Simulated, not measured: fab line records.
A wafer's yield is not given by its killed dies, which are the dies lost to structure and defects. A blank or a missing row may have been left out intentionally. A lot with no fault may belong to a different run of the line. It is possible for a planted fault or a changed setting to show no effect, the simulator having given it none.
Struck lot and sound lot, side by side -- flow nand-harc -- 18 out of 1302 route steps
Sound: wafers L480.1, L480.4, L480.6. Wafers L485.2, L485.3, L485.6 were the ones struck. The cause is named last.
At each step with rows: each side's tool, then ch and its chambers, then its first start. Under that, the readings that differ: sound wafers -- struck wafers -- difference of the means -- sigmas: that difference in standard deviations of wafers without a fault.
alike: readings whose means differ by less than 2 such deviations, and words and numbers that are the same on both sides. not compared: withheld readings, readings that some wafer has no value for, bounds like >300 that may hide the same value, and numbers for which the record gives no deviation and whose values overlap.
A row with sigmas, a row that says differs or no value, or rows on one side alone: a step with any of these is where the two part. When numbers do not overlap yet have no deviation, they are printed without sigmas and do not part them. A reading missing from all wafers of one side parts the sides only when that side holds two or more wafers.

NHARC_P_GATE_CD_MEAS_46: target cd 720 nm.
  sound on cd-sem-01 ch 0, day 10 19:16; struck on cd-sem-02 ch 0, day 12 23:41
  alike: cd-nm
then, 1 step without rows for these wafers: NHARC_P_GATE_HARDBAKE_47 (time 80 s).
NHARC_P_GATE_DESCUM_48: chemistry O2, time 3 s.
  sound on rie-diel-02 ch 1,2, day 10 19:32; struck on rie-diel-02 ch 0,3, day 12 23:50
  alike: drypump-motor-current-A, o2-flow-sccm, oes-product-au, rf-vpp-V, showerhead-plenum-p-Torr, throttle-valve-pct
  not compared: rf-hours-counter-h
then, 1 step without rows for these wafers: NHARC_P_GATE_IMPLANT_49.
NHARC_P_GATE_STRIP_111: strips in N2/H2, time 250 s.
  sound on plasma-asher-01 ch 0,1, day 10 19:55; struck on plasma-asher-02 ch 0,1, day 13 00:16
  alike: drypump-motor-current-A, heater-power-w
  not compared: rf-hours-counter-h
NHARC_P_GATE_STRIP_75: strips in O2.
  sound on plasma-asher-01 ch 0,1, day 10 20:13; struck on plasma-asher-02 ch 0,1, day 13 00:31
  alike: drypump-motor-current-A, heater-power-w
  not compared: rf-hours-counter-h
then, 6 steps without rows for these wafers: NHARC_P_GATE_STRIP_50 (strips in SPM, time 900 s); NHARC_P_GATE_DEHYDRATE_51 (time 120 s); NHARC_P_GATE_HMDS_52 (time 30 s); NHARC_P_GATE_COAT_53; NHARC_P_GATE_SOFTBAKE_54 (time 95 s); NHARC_P_GATE_EBR_55.
NHARC_P_GATE_EXPOSE_56: exposes mask P PSD, target cd 720 nm.
  sound on krf-scanner-01 ch 0, day 10 20:52; struck on krf-scanner-01 ch 0, day 13 01:10
  alike: mask
then, 2 steps without rows for these wafers: NHARC_P_GATE_PEB_57 (peb time 85 s); NHARC_P_GATE_DEVELOP_58 (time 70 s).
NHARC_P_GATE_CD_MEAS_59: target cd 720 nm.
  sound on cd-sem-02 ch 0, day 10 21:01; struck on cd-sem-02 ch 0, day 13 01:19
reading,sound,struck,difference,sigmas
cd-nm (nm),721.8 720.5 722.5,806.1 828.1 767.5,+79.0,+42
then, 1 step without rows for these wafers: NHARC_P_GATE_HARDBAKE_60 (time 80 s).
-- break in the record here, with 19 days between the starts of the struck wafers on either side (left off in module P_GATE, picked up again in module END, where the first step shown is number 1302 on the route) --
NHARC_END_SORT_01:
  sound on prober-01 ch 0, day 29 21:40; struck on prober-01 ch 0, day 32 00:59
reading,sound,struck,difference,sigmas
killed-at-periphery,0 4 1,21 103 5,+41,+20
killed-dies,62 64 73,99 187 95,+61,+3
  alike: killed-at-array, killed-at-other, killed-open, killed-short

WHERE THEY PART
At NHARC_P_GATE_CD_MEAS_59 first; at NHARC_END_SORT_01 last (within this record only).

WHY: whatever the simulator had introduced
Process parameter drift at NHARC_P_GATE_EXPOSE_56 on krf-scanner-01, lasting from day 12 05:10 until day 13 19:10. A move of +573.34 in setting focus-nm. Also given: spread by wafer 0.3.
